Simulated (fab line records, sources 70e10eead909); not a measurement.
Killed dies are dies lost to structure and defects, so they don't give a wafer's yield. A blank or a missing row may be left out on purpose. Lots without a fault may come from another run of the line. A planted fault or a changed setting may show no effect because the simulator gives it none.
Chamber matching | flow nand_harc | NHARC_P_BONDPAD_DESCUM_11 on rie_diel-01: 4 sister chambers
The step chemistry O2, time 3 s. 4 wafers are shown with their chamber, then 7 later ones without.

WAFERS WITH THEIR CHAMBER
wafer  | chamber | drypump_motor_current_A (A)
L773.1 | 2       | 5.2
L784.2 | 3       | 5.5
L785.3 | 0       | 5.8
L785.4 | 1       | 6.1

WAFERS WITHOUT THEIR CHAMBER
wafer  | drypump_motor_current_A (A)
L785.6 | 5.9
L786.2 | 6.1
L786.3 | 5.1
L786.5 | 6.1
L787.1 | 5.1
L787.5 | 5.1
L787.6 | 5.4

WHICH CHAMBER EACH WENT THROUGH
wafer  | from the rows above     | in truth
L785.6 | can't be placed: 0 or 1 | 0
L786.2 | 1                       | 1
L786.3 | 2                       | 2
L786.5 | 1                       | 1
L787.1 | 2                       | 2
L787.5 | 2                       | 2
L787.6 | can't be placed: 3 or 2 | 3
Placed correctly: 5 of 7. Can't be placed from these rows: 2 (the true chamber is among the candidates in 2). Placed wrongly: 0.
How it was worked out, from the rows above alone: a wafer's distance from a chamber is the root of the sum, over the readings, of the square of ((its reading less the chamber's mean) divided by the reading's scatter). The wafer belongs to the nearest chamber; if the next one is less than 2 further off, it can't be placed. A chamber's mean is the mean of its shown wafers. The scatter: with one shown wafer a chamber, the root of the mean of the squares of how far each hidden wafer lies from its nearest shown one.
